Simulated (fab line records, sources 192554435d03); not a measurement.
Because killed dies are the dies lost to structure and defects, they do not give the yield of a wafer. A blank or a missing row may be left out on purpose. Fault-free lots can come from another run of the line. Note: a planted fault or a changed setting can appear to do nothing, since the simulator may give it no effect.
Lot-split experiment -- flow n5Finfet -- route with 1938 steps; 7 lots, 21 wafers read

SPLIT DETAILS
At N5_BEOL_M8_DESCUM_33 (chemistry O2, time 7 s), the setting timeS was moved away from the recipe's 7 s on 7 of the 21 wafers read, by -16.7% to +21.5%. All remaining wafers had this setting at the recipe value.

Split to reading: the file shows no intervening step.

THE READING
CAR-EUV_of_BEOL_M8_COAT_22.thkNm (the simulator's own value, which no gauge read), in nm, at N5_BEOL_M8_ETCH_72 (etches underlayer in N2/H2, target depth 6.5 nm, time 5.2 s). The file does not state a usual value for it. Average 20.4 nm, standard deviation 0.11 nm, over the 14 wafers here run with the recipe.

wafer,"tool, chamber at the split","timeS as run, s",against the recipe,"CAR-EUV_of_BEOL_M8_COAT_22.thkNm, nm",against lot-mates on the recipe
L078.1,"rieDiel-02, 3",7,recipe,20.4,-
L078.3,"rieDiel-02, 2,0",6.441,-8.0%,20.6,+0.2
L078.6,"rieDiel-02, 2,0",6.441,-8.0%,21,+0.6
L079.1,"rieDiel-02, 3",7.639,+9.1%,20,-0.2
L079.3,"rieDiel-02, 0",7.639,+9.1%,20,-0.2
L079.6,"rieDiel-02, 0",7,recipe,20.2,-
L081.3,"rieDiel-02, 2,0",7,recipe,20.4,-
L081.5,"rieDiel-02, 1",7,recipe,20.6,-
L081.6,"rieDiel-02, 2,0",7,recipe,20.4,-
L088.1,"rieDiel-02, 1,0,3",7,recipe,20.6,-
L088.3,"rieDiel-02, 1,0,3",7,recipe,20.4,-
L088.4,"rieDiel-02, 1,0,3",7,recipe,20.4,-
L090.2,"rieDiel-06, 3",7,recipe,20.4,-
L090.4,"rieDiel-06, 1",5.828,-16.7%,21,+0.6
L090.5,"rieDiel-06, 3",5.828,-16.7%,21.2,+0.8
L092.1,"rieDiel-02, 2",7,recipe,20.6,-
L092.3,"rieDiel-02, 0",7,recipe,20.4,-
L092.5,"rieDiel-02, 0",7,recipe,20.4,-
L095.1,"rieDiel-06, 0",8.508,+21.5%,19.6,-0.9
L095.3,"rieDiel-06, 3",7,recipe,20.4,-
L095.6,"rieDiel-06, 3",7,recipe,20.6,-
The file does not say which wafer passed through which chamber wherever a row lists several chambers: such a row stands for several wafers.

FIT RESULTS
A straight line over all 21 wafers: CAR-EUV_of_BEOL_M8_COAT_22.thkNm changes by -0.0409 nm for each +1% of timeS; r = -0.94; the points scatter about the line by 0.12 nm.
The same after taking each lot's own level away (the mean of its wafers on the recipe; 21 wafers): -0.0399 nm for each +1%; r = -0.94; scatter 0.12 nm.
The reading moves by 0.86 nm for the largest change in timeS, on that fit.
Measured against the standard deviation above, the lots' own levels, which go from 20.20 to 20.50 nm, span 2.7 times it.
Hence the lot-to-lot level has little effect on the slope; both slopes agree.
Check: -0.789 nm against its lot-mates is what the line predicts for one of the wafers moved furthest among these (+21.5%) when that wafer is left out of the fit. Against them it came out at -0.9 nm.

FURTHER SPLITS ON THESE WAFERS
Before the reading, these wafers also passed through other splits. Each is held against what the fit with the lots' levels taken away leaves over:
other split on the same wafers,wafers away from the commonest value,r with CAR-EUV_of_BEOL_M8_COAT_22.thkNm (lot level and that fit taken away)
N5_BEOL_M7_EXPOSE_08 doseMj,4,+0.05
N5_BEOL_M7_COAT_71 spinRpm,7,-0.35
N5_BEOL_M7_EXPOSE_25 doseMj,6,+0.26
N5_BEOL_M8_COAT_71 spinRpm,4,+0.61

THE WHOLE CHAIN: every reading that the file lists as answering this split, in the file's order
step,what it does,reading,change (the file's fit),r (the file's)
N5_BEOL_M8_DESCUM_33,"chemistry O2, time 7 s","CAR-EUV_of_BEOL_M8_COAT_22.thkNm (the simulator's own value, which no gauge read)",-0.0373 nm for each +1% of the setting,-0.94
N5_BEOL_M8_ETCH_72,"etches underlayer in N2/H2, target depth 6.5 nm, time 5.2 s","CAR-EUV_of_BEOL_M8_COAT_22.thkNm (the simulator's own value, which no gauge read)",-0.0405 nm for each +1% of the setting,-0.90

FILE'S OWN FIT
CAR-EUV_of_BEOL_M8_COAT_22.thkNm changes by -0.0405 nm for each +1% of timeS, r = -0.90.
